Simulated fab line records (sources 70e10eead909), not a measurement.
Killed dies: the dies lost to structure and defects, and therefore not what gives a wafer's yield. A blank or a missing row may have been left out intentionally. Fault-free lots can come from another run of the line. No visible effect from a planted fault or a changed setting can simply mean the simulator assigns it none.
Matching of chambers ; flow nand harc ; ald hk-04 running NHARC_A_CHANNEL_FILL_D2_ALD_02: 4 sister chambers
The step deposits SiO2, target thk 6 nm, pulse time 10 s, ald cycles 60. 4 wafers are shown with their chamber, then 7 later ones without.

## WAFERS, EACH WITH ITS CHAMBER
wafer;chamber;heater power w (W)
L227.5;1;356
L227.6;0;425
L228.1;3;506
L228.2;2;496

## WAFERS WHOSE CHAMBER IS MISSING
wafer;heater power w (W)
L228.5;350
L240.2;480
L240.4;429
L240.6;476
L242.1;494
L242.2;366
L242.5;501

## THE CHAMBER EACH PASSED THROUGH
wafer;from the rows above;in truth
L228.5;1;1
L240.2;can't be placed: 2 or 3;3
L240.4;0;0
L240.6;can't be placed: 2 or 3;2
L242.1;can't be placed: 2 or 3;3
L242.2;1;1
L242.5;can't be placed: 2 or 3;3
3 of 7 placed correctly. From these rows, 4 cannot be placed; in 4 the true chamber is one of the candidates. 0 placed wrongly.
How it was worked out, from the rows above alone: a wafer's distance from a chamber is the root of the sum, over the readings, of the square of ((its reading less the chamber's mean) divided by the reading's scatter). If the next closest chamber is less than 2 further off than the closest, the wafer can't be placed; otherwise it belongs to the closest. The mean given for a chamber averages the wafers shown for that chamber. The scatter (one wafer shown for each chamber): square how far every hidden wafer sits from the nearest shown wafer, average those squares and take the square root.
